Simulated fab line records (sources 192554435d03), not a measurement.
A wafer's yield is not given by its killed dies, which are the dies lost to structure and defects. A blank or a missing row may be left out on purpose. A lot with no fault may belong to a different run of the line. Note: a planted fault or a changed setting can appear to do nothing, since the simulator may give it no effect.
Matching of chambers -- flow n5-finfet -- N5_BEOL_M3_CO_CAP_55 on cvd-co-01: 3 sister chambers
The step material Co, precursor CCTBA/H2, target thk 2 nm, time 102.1 s. 14 wafers are shown with their chamber, then 7 later ones without.

EACH WAFER AND ITS CHAMBER
wafer,chamber,heater-power-w (W),susceptor-temp-C (C)
L423.3,1,232,200.17
L423.5,0,255,200.27
L423.6,1,239,199.95
L428.2,0,246,199.90
L428.3,2,235,200.07
L428.6,2,233,199.96
L427.1,2,235,200.10
L427.5,1,236,199.92
L427.6,0,252,199.92
L430.1,0,250,200.27
L430.3,2,238,200.47
L430.4,2,229,200.14
L431.1,1,242,199.96
L431.4,2,237,200.17

SIGNATURES, as means of the wafers listed above
reading,chamber 0,chamber 1,chamber 2,scatter within a chamber
heater-power-w,250.75,237.25,234.50,3.68
susceptor-temp-C,200.0900,200.0000,200.1517,0.17
Rule: for a wafer and a chamber, the distance is found by dividing, reading by reading, the gap between the wafer's reading and the chamber's mean by the reading's scatter, squaring, summing and taking the root. The wafer belongs to the nearest chamber; if the next one is less than 2 further off, it can't be placed. The scatter: the root of (the sum of the squares of (reading less its chamber's mean) over the shown wafers, divided by (wafers less chambers)).

WAFERS WITHOUT THEIR CHAMBER
wafer,heater-power-w (W),susceptor-temp-C (C)
L431.6,250,200.12
L443.1,253,199.96
L443.3,234,200.29
L443.5,243,200.26
L442.1,253,200.11
L442.3,235,199.98
L442.5,242,200.11

CHAMBER TAKEN BY EACH
wafer,from the rows above,in truth
L431.6,0,0
L443.1,0,0
L443.3,can't be placed: 2 or 1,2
L443.5,can't be placed: 1 or 0 or 2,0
L442.1,0,0
L442.3,can't be placed: 1 or 2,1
L442.5,can't be placed: 1 or 2 or 0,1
Correct placement for 3 of the 7. Unplaceable from these rows: 4, with the true chamber sitting among the candidates in 4. Wrongly placed: 0.
